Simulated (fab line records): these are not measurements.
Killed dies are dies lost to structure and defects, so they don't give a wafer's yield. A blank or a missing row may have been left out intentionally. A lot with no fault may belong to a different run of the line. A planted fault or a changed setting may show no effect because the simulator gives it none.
fab line records	flow nand_harc
record lots=14	wafers=42	last_day=33
route steps=1302 shown A_STAIRCASE@870 A_SGD_CUT@899
lots untouched by any fault: they come from a run of this same line in which no faults occurred
start_h: start of the lot's first displayed wafer, in hours after the record's first day	wait_h: hours from the lot's prior step to this one	" unchanged from the row above	L1.1+2: a row that stands for several wafers	- either no value or no given start	* or withheld: withheld	< > ~ a bound
route shown NAME@n: NAME is a module with steps in the file, n the number in the route of the first one	usual: mean and standard deviation over wafers with no fault	same: alike in all rows	chamber/n: place in a boat	sites: per-site readings	_std_site: their standard deviation	_edge_site: inner sites' mean taken away from outer sites' mean	radius_mm: for every site, how far away it sits from the centre of the wafer	mask NAME#n: copy n	behind: the most recent tool/chamber to have shaped the wafer	hold: why the lot went on hold/how many hours it stayed there/how the hold came to an end	device: which transistor (n, p or np) failed to switch	end of line: tests of these same wafers at the route's end	for a step that has no rows: nothing shown but its recipe	killed: at the first sort, the dies lost to defects and structure; wafer yield is something else	map: the dies of a wafer, with x for killed, . for not killed, _ for no die there
set.NAME: the setting that was run; set.NAME@STEP: the one run at that earlier step	model.NAME: the simulator's own value behind a step, which no gauge read
route steps across a sampled set of lots; one table per step, one row per wafer
services: when a tool's chamber went out of use (start_h, in hours from the record's first day, below 0 if earlier), for how many hours, and the reason
## steps
# step NHARC_A_STAIRCASE_ETCH_444
# recipe target_depth_a=2.04e+05	time_s=6800	c4f8_flow_sccm=20	o2_flow_sccm=10	ar_flow_sccm=withheld	rf_w=600	bias_w=1000	chemistry=C4F8/O2
# usual oes_product_au=0.936/0.02	rf_vpp_V=806/3.2
# same time_s=6800
lot.wafer	tool	chamber	start_h	wait_h	oes_product_au	rf_hours_counter_h	rf_vpp_V
L157.1	rie_diel-13	2	442.39	1.0	0.947	31	805
L157.3	"	3	"	"	0.931	25	808
L157.5	"	1	"	"	0.914	-	801
L159.1	rie_diel-02	0	456.51	0.6	0.937	18	808
L159.2	"	1	"	"	0.961	17	809
L159.3	"	2	"	"	0.953	15	806
L160.4	rie_diel-11	1	467.00	0.1	0.937	11	807
L160.6	"	1	468.88	1.9	0.932	-	807
L160.5	"	2	"	"	0.926	-	808
L161.4	rie_diel-11	2	482.23	1.0	0.972	18	807
L161.1	"	3	"	"	0.957	12	800
L161.6	"	0	"	"	0.940	-	802
L163.3	rie_diel-11	3	492.24	0.1	0.920	15	801
L163.4	"	2	493.65	1.5	0.917	21	809
L163.5	"	3	"	"	0.922	-	800
L162.1	rie_diel-02	2	492.40	0.1	0.938	26	805
L162.4	"	1	493.83	1.5	0.930	27	807
L162.5	"	2	"	"	0.932	-	805
L164.4	rie_diel-13	0	505.78	1.0	0.928	35	811
L164.5	"	2	"	"	0.947	-	806
L164.6	"	3	"	"	0.916	-	807
L166.3	rie_diel-11	2	520.47	0.1	0.923	30	808
L166.4	"	3	"	"	0.924	27	801
L166.6	"	2	522.33	1.9	0.930	-	809
L173.1	rie_diel-02	0	586.31	0.1	0.970	3	808
L173.3	"	2	"	"	0.987	3	805
L173.4	"	3	"	"	0.982	3	804
L172.2	rie_diel-13	0	587.14	0.7	0.917	19	812
L172.4	"	2	588.43	2.0	0.924	-	805
L172.5	"	1	589.73	3.3	0.918	-	800
L175.4	rie_diel-11	0	628.65	0.1	0.941	4	801
L175.2	"	3	630.09	1.6	0.970	3	815
L175.6	"	0	"	"	0.939	-	802
L177.4	rie_diel-11	2	650.10	0.5	0.984	10	807
L177.2	"	0	"	"	0.970	12	800
L177.6	"	2	"	"	0.990	-	808
L178.1	rie_diel-02	0	663.76	0.1	0.948	29	807
L178.3	"	2	"	"	0.945	29	804
L178.6	"	2	666.31	2.6	0.939	-	804
L179.1	rie_diel-11	2	664.85	0.8	0.936	18	808
L179.4	"	2	666.75	2.6	0.932	-	808
L179.5	"	0	"	"	0.924	-	801
# step NHARC_A_STAIRCASE_CMP_152
# usual motor_current_A=11.5/1
lot.wafer	tool	chamber	start_h	wait_h	motor_current_A
L157.3	cmp-04	2	446.71	0.1	10.6
L157.1	"	3	"	"	10.4
L157.5	"	0	"	"	13.6
L159.1	cmp-04	1	461.30	0.1	11.4
L159.3	"	2	"	"	11.7
L159.2	"	3	"	"	9.6
L160.4	cmp-03	1	472.45	0.1	12.4
L160.6	"	2	"	"	11.7
L160.5	"	3	"	"	11.8
L161.4	cmp-04	2	486.54	0.1	11.7
L161.1	"	3	"	"	10.1
L161.6	"	2	"	"	11.4
L163.4	cmp-04	0	497.49	0.1	13.0
L163.3	"	2	"	"	11.4
L163.5	"	0	"	"	12.2
L162.1	cmp-01	1	497.68	0.1	10.4
L162.4	"	3	"	"	9.8
L162.5	"	2	"	"	10.9
L164.4	cmp-03	2	510.30	0.1	11.8
L164.5	"	3	"	"	11.9
L164.6	"	0	"	"	12.8
L166.4	cmp-01	1	525.68	0.1	10.4
L166.3	"	3	"	"	10.2
L166.6	"	1	"	"	10.0
L173.3	cmp-03	1	591.61	0.1	12.7
L173.4	"	2	"	"	11.4
L173.1	"	3	"	"	12.0
L172.2	cmp-03	0	592.82	0.1	12.9
L172.4	"	2	"	"	11.9
L172.5	"	3	"	"	12.3
L175.2	cmp-04	3	633.97	0.1	9.7
L175.4	"	1	"	"	11.3
L175.6	"	3	"	"	10.4
L177.4	cmp-04	0	655.16	0.1	13.8
L177.2	"	2	"	"	11.2
L177.6	"	0	"	"	13.1
L178.3	cmp-04	3	670.00	0.1	10.1
L178.1	"	2	"	"	11.3
L178.6	"	3	"	"	10.2
L179.4	cmp-03	0	670.45	0.1	12.2
L179.1	"	1	"	"	12.5
L179.5	"	3	"	"	11.7
# step NHARC_A_SGD_CUT_PEB_07
# recipe peb_temp_c=100	peb_time_s=65
# usual chill_plate_temp_C=23.00/0.12	exhaust_pa=44.7/0.97
lot.wafer	tool	chamber	start_h	wait_h	chill_plate_temp_C	exhaust_pa
L157.1	litho_track-01	0	449.14	0.1	22.88	43.7
L157.3	"	0	"	"	22.99	45.0
L157.5	"	0	"	"	22.99	44.5
L159.1	litho_track-06	0	463.80	0.1	23.08	44.0
L159.2	"	0	"	"	23.17	44.2
L159.3	"	0	"	"	23.10	44.3
L160.4	litho_track-06	0	474.91	0.0	22.75	45.3
L160.5	"	0	"	"	22.94	45.1
L160.6	"	0	"	"	22.85	44.8
L161.1	litho_track-04	0	488.96	0.1	23.04	45.7
L161.4	"	0	"	"	22.94	45.0
L161.6	"	0	"	"	22.91	45.6
L163.3	litho_track-04	0	500.03	0.0	22.85	45.6
L163.4	"	0	"	"	23.01	44.8
L163.5	"	0	"	"	22.93	45.4
L162.1	litho_track-06	0	500.19	0.1	22.88	44.1
L162.4	"	0	"	"	22.97	43.4
L162.5	"	0	"	"	22.78	43.9
L164.4	litho_track-01	0	512.76	0.0	22.95	45.3
L164.5	"	0	"	"	22.88	44.3
L164.6	"	0	"	"	22.94	45.4
L166.3	litho_track-04	0	528.09	0.0	23.44	44.0
L166.4	"	0	"	"	23.10	45.1
L166.6	"	0	"	"	23.27	45.0
L173.1	litho_track-01	0	594.09	0.1	22.98	44.0
L173.3	"	0	"	"	22.78	43.9
L173.4	"	0	"	"	23.00	43.1
L172.2	litho_track-01	-	595.26	0.1	-	-
L172.4	"	-	"	"	-	-
L172.5	"	-	"	"	-	-
L175.2	litho_track-06	-	636.42	0.1	-	-
L175.4	"	-	"	"	-	-
L175.6	"	-	"	"	-	-
L177.2	litho_track-04	0	657.58	0.1	23.25	45.0
L177.4	"	0	"	"	23.03	44.5
L177.6	"	0	"	"	23.00	45.0
L178.1	litho_track-04	0	672.50	0.1	23.03	44.0
L178.3	"	0	"	"	22.86	44.2
L178.6	"	0	"	"	23.19	45.1
L179.1	litho_track-04	0	672.97	0.1	22.85	46.1
L179.4	"	0	"	"	23.13	45.4
L179.5	"	0	"	"	22.87	44.3
# step NHARC_A_SGD_CUT_ETCH_59
# recipe target_depth_a=2600	over_etch_frac=0.25	time_s=406.25	ion_energy_ev=200	n2_flow_sccm=150	h2_flow_sccm=150	ar_flow_sccm=0	rf_w=400	bias_w=150	chemistry=N2/H2
# usual drypump_motor_current_A=5.5/0.43	oes_product_au=0.999/0.0093	rf_vpp_V=431.1/2.9	showerhead_plenum_p_Torr=2.06/0.1	throttle_valve_pct=14.171/0.0085
# same time_s=406.25
lot.wafer	tool	chamber	start_h	wait_h	drypump_motor_current_A	oes_product_au	rf_hours_counter_h	rf_vpp_V	showerhead_plenum_p_Torr	throttle_valve_pct
L157.3	rie_diel-06	0	-	-	5.3	0.999	10	428.9	1.98	14.142
L157.1	"	3	"	"	5.9	0.983	9	430.7	2.01	14.164
L157.5	"	0	"	"	5.3	0.995	-	428.1	1.98	14.155
L159.2	rie_diel-06	2	-	-	5.1	0.990	12	434.8	2.17	14.173
L159.1	"	3	"	"	6.0	0.983	11	430.4	2.01	14.180
L159.3	"	0	"	"	5.3	0.996	12	429.0	1.98	14.163
L160.4	rie_diel-06	3	-	-	5.9	0.990	12	430.7	2.01	14.164
L160.5	"	3	"	"	6.0	0.989	-	430.1	2.01	14.184
L160.6	"	0	"	"	5.2	0.999	-	428.3	1.98	14.183
L161.4	rie_diel-01	2	-	-	5.8	1.014	5	426.6	1.92	14.174
L161.1	"	0	"	"	5.4	0.993	6	431.8	2.06	14.170
L161.6	"	2	"	"	5.8	1.016	-	427.9	1.92	14.176
L163.3	rie_diel-03	1	-	-	6.1	1.009	1	426.6	1.92	14.169
L163.4	"	0	"	"	5.2	0.995	1	426.4	1.94	14.168
L163.5	"	2	"	"	5.9	0.999	-	432.5	2.16	14.168
L162.1	rie_diel-06	1	-	-	5.7	1.001	0	431.9	2.10	14.171
L162.4	"	3	"	"	5.9	1.008	0	429.8	2.01	14.168
L162.5	"	1	"	"	5.7	1.002	-	432.2	2.10	14.167
L164.4	rie_diel-06	1	-	-	5.7	0.993	2	431.0	2.10	14.176
L164.6	"	0	"	"	5.2	1.008	-	429.5	1.98	14.178
L164.5	"	1	"	"	5.8	0.994	-	433.0	2.10	14.175
L166.4	rie_diel-01	2	-	-	5.7	1.005	8	428.0	1.92	14.179
L166.3	"	0	"	"	5.4	0.977	7	429.1	2.06	14.176
L166.6	"	3	"	"	4.8	0.992	-	434.6	2.20	14.156
L173.1	rie_diel-01	0	-	-	5.4	0.999	1	431.5	2.06	14.174
L173.3	"	1	"	"	4.9	1.016	1	431.7	2.14	14.163
L173.4	"	2	"	"	5.8	1.010	1	427.5	1.92	14.165
L172.2	rie_diel-06	1	-	-	5.8	1.001	7	432.0	2.10	14.165
L172.4	"	2	"	"	5.1	1.002	8	434.8	2.17	14.160
L172.5	"	2	"	"	5.1	0.998	-	434.7	2.17	14.181
L175.2	rie_diel-06	1	-	-	5.7	0.994	11	432.6	2.10	14.170
L175.4	"	3	"	"	6.0	0.988	12	429.5	2.01	14.183
L175.6	"	2	"	"	5.1	0.983	-	433.5	2.17	14.186
L177.4	rie_diel-03	1	-	-	6.0	1.000	0	427.6	1.92	14.164
L177.2	"	2	"	"	5.9	0.999	0	432.9	2.16	14.167
L177.6	"	0	"	"	5.2	1.002	-	429.5	1.93	14.163
L178.1	rie_diel-03	1	-	-	6.0	0.992	1	427.2	1.92	14.177
L178.3	"	3	"	"	6.1	1.004	2	435.3	2.18	14.164
L178.6	"	1	"	"	6.1	0.997	-	427.6	1.92	14.176
L179.1	rie_diel-01	0	-	-	5.4	0.998	5	432.0	2.06	14.193
L179.4	"	1	"	"	4.9	0.998	5	433.7	2.14	14.174
L179.5	"	1	"	"	4.9	1.005	-	434.7	2.14	14.178
## services
tool	chamber	start_h	hours	kind
rie_diel-01	0	420.49	13.5	repair
cmp-03	-	420.71	0.2	repair
rie_diel-11	-	432.79	9.0	pm
cmp-04	-	451.83	1.2	repair
cmp-03	-	456.06	4.0	pm
rie_diel-11	0	469.56	11.5	repair
cmp-03	-	474.07	1.9	repair
rie_diel-06	-	475.82	0.4	repair
rie_diel-06	-	484.21	9.0	pm
cmp-04	-	503.00	4.0	pm
litho_track-01	-	505.00	7.0	pm
rie_diel-02	3	511.41	3.6	repair
litho_track-04	-	553.00	7.0	pm
cmp-03	-	554.06	4.0	pm
rie_diel-06	1	555.09	6.1	repair
rie_diel-06	-	582.68	0.1	repair
cmp-04	-	601.00	4.0	pm
rie_diel-11	-	609.86	9.0	pm
cmp-03	-	627.22	2.7	repair
cmp-03	-	632.49	1.3	repair
cmp-03	-	652.06	4.0	pm
rie_diel-11	1	658.13	4.1	repair
rie_diel-11	3	658.46	15.1	repair
rie_diel-06	-	661.37	9.0	pm
## key
first_sign step=NHARC_A_SGD_CUT_PEB_07	reading=tool_record	direction=missing
effect none on later readings
met_at NHARC_A_SGD_CUT_PEB_07
struck_lots L172,L175
later_rows_left_out L172.2,L172.4,L172.5,L175.2,L175.4,L175.6
sort_left_out L172.2,L172.4,L172.5,L175.2,L175.4,L175.6
tester_left_out L172,L175
not_acting_at NHARC_A_STAIRCASE_ETCH_444,NHARC_A_STAIRCASE_CMP_152,NHARC_A_SGD_CUT_ETCH_59
onset_between 594.09 595.26
fault kind=skipped_step_whole	tool=litho_track-01,litho_track-06	chamber=-	onset_h=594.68	steps=NHARC_A_SGD_CUT_PEB_07	scope=struck_lots_only
# tester_left_out: of these lots the tester's yield and bins aren't shown, on N5 and GAA mostly nor the transistor test; their killed dies are dies lost to structure and defects alone, not to doping, threshold or leakage, so they don't give the yield
# sort_left_out: the simulated sort isn't trusted on such a fault, so these wafers' sort isn't shown, and their yield isn't known
# later_rows_left_out: the simulator's readings of these wafers behind a module that went badly wrong aren't trusted and aren't shown, but for the sort
